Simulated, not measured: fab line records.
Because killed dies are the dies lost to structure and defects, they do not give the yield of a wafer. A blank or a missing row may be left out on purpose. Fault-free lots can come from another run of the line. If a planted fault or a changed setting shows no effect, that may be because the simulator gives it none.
Split-lot experiment | flow n5Finfet | 21 wafers read across 7 lots, on a route 1938 steps long

THE SPLIT
At N5_BEOL_M10_TRENCH_ETCH_37 (etches SiCOH lowk in C4F6/O2, target depth 148.83 nm, time 48 s), the setting sourceW was moved away from the recipe's 345 W on 5 of the 21 wafers read, by -14.6% to +5.4%. The other wafers ran this setting at the recipe's value.

The reading is taken at the split's own step.

THE READING
rfVppV, in V, at N5_BEOL_M10_TRENCH_ETCH_37 (etches SiCOH lowk in C4F6/O2, target depth 148.83 nm, time 48 s). Typical for fault-free wafers on this fab line: 668 V, with standard deviation 4.2 V.

wafer  | tool, chamber at the split | sourceW as run, W | against the recipe | rfVppV, V | against lot-mates on the recipe
L078.2 | rieDiel-02, 0              | 345               | recipe             | 667       | -
L078.3 | rieDiel-02, 2              | 315.4             | -8.6%              | 704       | +38
L078.4 | rieDiel-02, 3              | 345               | recipe             | 665       | -
L082.1 | rieDiel-04, 2              | 345               | recipe             | 665       | -
L082.4 | rieDiel-04, 1              | 345               | recipe             | 667       | -
L082.5 | rieDiel-04, 2              | 345               | recipe             | 666       | -
L086.1 | rieDiel-02, 1              | 294.5             | -14.6%             | 731       | +62
L086.3 | rieDiel-02, 3              | 345               | recipe             | 665       | -
L086.4 | rieDiel-02, 2              | 345               | recipe             | 674       | -
L085.3 | rieDiel-05, 0              | 345               | recipe             | 673       | -
L085.5 | rieDiel-05, 0              | 345               | recipe             | 673       | -
L085.6 | rieDiel-05, 3              | 363.5             | +5.4%              | 645       | -28
L094.2 | rieDiel-04, 1              | 345               | recipe             | 667       | -
L094.4 | rieDiel-04, 3              | 345               | recipe             | 670       | -
L094.5 | rieDiel-04, 3              | 345               | recipe             | 669       | -
L095.1 | rieDiel-05, 2              | 345               | recipe             | 672       | -
L095.3 | rieDiel-05, 0              | 345               | recipe             | 672       | -
L095.6 | rieDiel-05, 2              | 345               | recipe             | 673       | -
L096.3 | rieDiel-05, 0              | 326.4             | -5.4%              | 692       | +28
L096.5 | rieDiel-05, 2              | 326.4             | -5.4%              | 694       | +30
L096.6 | rieDiel-05, 3              | 345               | recipe             | 664       | -

FIT RESULTS
A straight line over all 21 wafers: rfVppV changes by -4.27 V for each +1% of sourceW; r = -0.98; the points scatter about the line by 3.2 V.
The same after taking each lot's own level away (the mean of its wafers on the recipe; 21 wafers): -4.51 V for each +1%; r = -0.99; scatter 2.6 V.
Per that fit: largest sourceW move, reading shift of 66 V.
The span of the lots' own levels, 664.0 to 673.0 V, comes to 2.1 times the standard deviation stated above.
Hence the lot-to-lot level has little effect on the slope; both slopes agree.
Check: with one of the wafers moved furthest among these (-14.6%) left out of the fit, the line predicts +72 V for it against its lot-mates. Against them it came out at +61.5 V.
Tool readings at the split's step, against how far the setting was moved: rfVppV r = -0.98.

FURTHER SPLITS ON THESE WAFERS
These wafers also went through other splits before the reading. Each is held against what the fit with the lots' levels taken away leaves over:
other split on the same wafers  | wafers away from the commonest value | r with rfVppV (lot level and that fit taken away)
N5_BEOL_M8_TRENCH_ETCH_37 biasW | 7                                    | -0.02
N5_BEOL_M8_CURE_75 timeS        | 9                                    | +0.15
N5_BEOL_M10_COAT_60 spinRpm     | 11                                   | +0.30
N5_BEOL_M10_ETCH_61 cf4FlowSccm | 2                                    | -0.02
N5_BEOL_M10_VIA_ETCH_34 timeS   | 5                                    | -0.45

THE FILE'S OWN FIT
rfVppV changes by -4.46 V for each +1% of sourceW, r = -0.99.
